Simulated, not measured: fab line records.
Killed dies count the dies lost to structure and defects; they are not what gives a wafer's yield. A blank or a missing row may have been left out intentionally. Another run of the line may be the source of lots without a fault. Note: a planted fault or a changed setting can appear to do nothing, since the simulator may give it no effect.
Matching of chambers || flow n5 finfet || N5_BEOL_M5_CO_CAP_78 on cvd co-02: 3 sister chambers
The step material Co, precursor CCTBA/H2, target thk 2 nm, time 102.1 s. 24 wafers are shown with their chamber, then 12 later ones without.

== WAFERS WITH THEIR CHAMBER ==
{"wafer": "L075.2", "chamber": 0, "heater power outer w (W)": 154, "heater power w (W)": 293, "susceptor temp C (C)": 200.07}
{"wafer": "L075.5", "chamber": 2, "heater power outer w (W)": 116, "heater power w (W)": 222, "susceptor temp C (C)": 199.83}
{"wafer": "L075.6", "chamber": 1, "heater power outer w (W)": 111, "heater power w (W)": 220, "susceptor temp C (C)": 199.78}
{"wafer": "L080.2", "chamber": 0, "heater power outer w (W)": 152, "heater power w (W)": 290, "susceptor temp C (C)": 199.86}
{"wafer": "L080.4", "chamber": 0, "heater power outer w (W)": 155, "heater power w (W)": 292, "susceptor temp C (C)": 199.89}
{"wafer": "L080.6", "chamber": 2, "heater power outer w (W)": 117, "heater power w (W)": 221, "susceptor temp C (C)": 199.73}
{"wafer": "L081.2", "chamber": 0, "heater power outer w (W)": 151, "heater power w (W)": 294, "susceptor temp C (C)": 200.41}
{"wafer": "L081.5", "chamber": 0, "heater power outer w (W)": 152, "heater power w (W)": 287, "susceptor temp C (C)": 200.28}
{"wafer": "L081.6", "chamber": 1, "heater power outer w (W)": 112, "heater power w (W)": 219, "susceptor temp C (C)": 200.39}
{"wafer": "L083.1", "chamber": 0, "heater power outer w (W)": 156, "heater power w (W)": 285, "susceptor temp C (C)": 200.02}
{"wafer": "L083.4", "chamber": 2, "heater power outer w (W)": 117, "heater power w (W)": 220, "susceptor temp C (C)": 199.69}
{"wafer": "L083.6", "chamber": 1, "heater power outer w (W)": 112, "heater power w (W)": 215, "susceptor temp C (C)": 199.92}
{"wafer": "L084.1", "chamber": 1, "heater power outer w (W)": 113, "heater power w (W)": 215, "susceptor temp C (C)": 199.96}
{"wafer": "L084.3", "chamber": 0, "heater power outer w (W)": 154, "heater power w (W)": 284, "susceptor temp C (C)": 199.94}
{"wafer": "L084.4", "chamber": 1, "heater power outer w (W)": 114, "heater power w (W)": 214, "susceptor temp C (C)": 199.72}
{"wafer": "L086.1", "chamber": 2, "heater power outer w (W)": 116, "heater power w (W)": 217, "susceptor temp C (C)": 200.07}
{"wafer": "L086.2", "chamber": 1, "heater power outer w (W)": 113, "heater power w (W)": 215, "susceptor temp C (C)": 200.10}
{"wafer": "L086.4", "chamber": 2, "heater power outer w (W)": 117, "heater power w (W)": 211, "susceptor temp C (C)": 200.05}
{"wafer": "L085.3", "chamber": 0, "heater power outer w (W)": 154, "heater power w (W)": 289, "susceptor temp C (C)": 199.84}
{"wafer": "L085.5", "chamber": 0, "heater power outer w (W)": 153, "heater power w (W)": 287, "susceptor temp C (C)": 200.00}
{"wafer": "L085.6", "chamber": 1, "heater power outer w (W)": 113, "heater power w (W)": 224, "susceptor temp C (C)": 199.84}
{"wafer": "L088.1", "chamber": 0, "heater power outer w (W)": 153, "heater power w (W)": 290, "susceptor temp C (C)": 199.53}
{"wafer": "L088.2", "chamber": 1, "heater power outer w (W)": 112, "heater power w (W)": 214, "susceptor temp C (C)": 199.67}
{"wafer": "L088.4", "chamber": 0, "heater power outer w (W)": 156, "heater power w (W)": 290, "susceptor temp C (C)": 199.96}

SIGNATURES (means of the wafers above)
{"reading": "heater power outer w", "chamber 0": 153.64, "chamber 1": 112.50, "chamber 2": 116.60, "scatter within a chamber": 1.27}
{"reading": "heater power w", "chamber 0": 289.18, "chamber 1": 217.00, "chamber 2": 218.20, "scatter within a chamber": 3.6}
{"reading": "susceptor temp C", "chamber 0": 199.9818, "chamber 1": 199.9225, "chamber 2": 199.8740, "scatter within a chamber": 0.223}
Rule: a wafer's distance from a chamber is the root of the sum, over the readings, of the square of ((its reading less the chamber's mean) divided by the reading's scatter). If the next closest chamber is less than 2 further off than the closest, the wafer can't be placed; otherwise it belongs to the closest. How the scatter is found: for the shown wafers, subtract from each reading the mean of its chamber, square and add these, divide the total by (wafers less chambers), then take the root.

== WAFERS WITH NO CHAMBER GIVEN ==
{"wafer": "L090.3", "heater power outer w (W)": 154, "heater power w (W)": 294, "susceptor temp C (C)": 200.02}
{"wafer": "L090.4", "heater power outer w (W)": 114, "heater power w (W)": 219, "susceptor temp C (C)": 199.80}
{"wafer": "L090.6", "heater power outer w (W)": 114, "heater power w (W)": 221, "susceptor temp C (C)": 199.96}
{"wafer": "L093.4", "heater power outer w (W)": 151, "heater power w (W)": 288, "susceptor temp C (C)": 199.89}
{"wafer": "L093.5", "heater power outer w (W)": 111, "heater power w (W)": 214, "susceptor temp C (C)": 200.00}
{"wafer": "L093.6", "heater power outer w (W)": 153, "heater power w (W)": 292, "susceptor temp C (C)": 200.01}
{"wafer": "L095.3", "heater power outer w (W)": 118, "heater power w (W)": 217, "susceptor temp C (C)": 199.68}
{"wafer": "L095.4", "heater power outer w (W)": 117, "heater power w (W)": 221, "susceptor temp C (C)": 200.02}
{"wafer": "L095.5", "heater power outer w (W)": 114, "heater power w (W)": 213, "susceptor temp C (C)": 199.50}
{"wafer": "L094.1", "heater power outer w (W)": 153, "heater power w (W)": 284, "susceptor temp C (C)": 199.91}
{"wafer": "L094.3", "heater power outer w (W)": 112, "heater power w (W)": 216, "susceptor temp C (C)": 200.30}
{"wafer": "L094.5", "heater power outer w (W)": 121, "heater power w (W)": 222, "susceptor temp C (C)": 200.02}

== WHICH CHAMBER EACH WENT THROUGH ==
{"wafer": "L090.3", "from the rows above": 0, "in truth": 0}
{"wafer": "L090.4", "from the rows above": "can't be placed: 1 or 2", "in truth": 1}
{"wafer": "L090.6", "from the rows above": "can't be placed: 1 or 2", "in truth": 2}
{"wafer": "L093.4", "from the rows above": 0, "in truth": 0}
{"wafer": "L093.5", "from the rows above": 1, "in truth": 1}
{"wafer": "L093.6", "from the rows above": 0, "in truth": 0}
{"wafer": "L095.3", "from the rows above": 2, "in truth": 2}
{"wafer": "L095.4", "from the rows above": 2, "in truth": 2}
{"wafer": "L095.5", "from the rows above": "can't be placed: 1 or 2", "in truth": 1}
{"wafer": "L094.1", "from the rows above": 0, "in truth": 0}
{"wafer": "L094.3", "from the rows above": 1, "in truth": 1}
{"wafer": "L094.5", "from the rows above": 2, "in truth": 2}
Placed correctly: 9 of 12. Not placeable from these rows: 3 (in 3, the candidates include the true chamber). Number placed wrongly: 0.
